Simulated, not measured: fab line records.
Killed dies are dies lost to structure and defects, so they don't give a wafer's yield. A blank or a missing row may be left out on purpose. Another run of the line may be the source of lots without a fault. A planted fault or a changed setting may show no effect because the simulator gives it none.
The tool behind it: which one? / flow nand-harc / 12 lots, 36 wafers sampled, at 2 steps of a route of 1159

WHAT EACH GAUGE READ, for each wafer
NHARC_A_CONTACT_INSPECT_10.
lot=L074; measured=day 17 01:32; on=defect-inspect-02; raw-defect-count=19 13 16
lot=L076; measured=day 17 14:18; on=defect-inspect-01; raw-defect-count=26 33 19
lot=L080; measured=day 18 03:02; on=defect-inspect-02; raw-defect-count=37 32 33
lot=L083; measured=day 18 17:16; on=defect-inspect-01; raw-defect-count=35 28 39
lot=L081; measured=day 19 05:47; on=defect-inspect-01; raw-defect-count=7 7 12
lot=L084; measured=day 19 09:26; on=defect-inspect-01; raw-defect-count=32 26 34
lot=L087; measured=day 19 23:49; on=defect-inspect-01; raw-defect-count=34 31 29
lot=L086; measured=day 20 10:42; on=defect-inspect-02; raw-defect-count=54 40 51
lot=L091; measured=day 21 08:18; on=defect-inspect-01; raw-defect-count=18 10 11
lot=L093; measured=day 21 12:03; on=defect-inspect-02; raw-defect-count=57 45 50
lot=L094; measured=day 22 12:41; on=defect-inspect-02; raw-defect-count=9 17 20
lot=L097; measured=day 23 00:10; on=defect-inspect-01; raw-defect-count=35 35 34

TOOL THAT RAN EACH LOT (tool first, then ch and the chambers of the sampled wafers, then the start)
lot=L074; NHARC_A_CONTACT_DEP_84=acl-dep-03 ch 0, day 16 23:33
lot=L076; NHARC_A_CONTACT_DEP_84=acl-dep-02 ch 0, day 17 12:17
lot=L080; NHARC_A_CONTACT_DEP_84=acl-dep-02 ch 0, day 18 01:28
lot=L083; NHARC_A_CONTACT_DEP_84=acl-dep-03 ch 0, day 18 15:07
lot=L081; NHARC_A_CONTACT_DEP_84=acl-dep-02 ch 0, day 19 03:53
lot=L084; NHARC_A_CONTACT_DEP_84=acl-dep-01 ch 0, day 19 07:19
lot=L087; NHARC_A_CONTACT_DEP_84=acl-dep-01 ch 0, day 19 22:01
lot=L086; NHARC_A_CONTACT_DEP_84=acl-dep-03 ch 0, day 20 08:41
lot=L091; NHARC_A_CONTACT_DEP_84=acl-dep-02 ch 0, day 21 06:07
lot=L093; NHARC_A_CONTACT_DEP_84=acl-dep-02 ch 0, day 21 10:20
lot=L094; NHARC_A_CONTACT_DEP_84=acl-dep-03 ch 0, day 22 10:45
lot=L097; NHARC_A_CONTACT_DEP_84=acl-dep-03 ch 0, day 22 22:29
- NHARC_A_CONTACT_DEP_84: deposits aC, target thk 2000 nm.

THE ANSWER, worked out from the rows above alone
Rule: what is usual is taken from the lots themselves. Put in order of their means at a reading, lots are off if they are a third of the lots or fewer, leave a main group of 4 or more, and stand apart from it by a gap of 3 or more times the standard deviation of the main group's means; of several such gaps the widest counts. A main group whose means are all the same, to the digits that the tables above print for the reading, isn't used. Also off: a lot with no number at a reading for which 4 or more lots have one. Any other lot the step has rows for is counted as sound.
None of the lots is off at any reading shown; this tells nothing.

WHAT HAD BEEN PUT IN BY THE SIMULATOR
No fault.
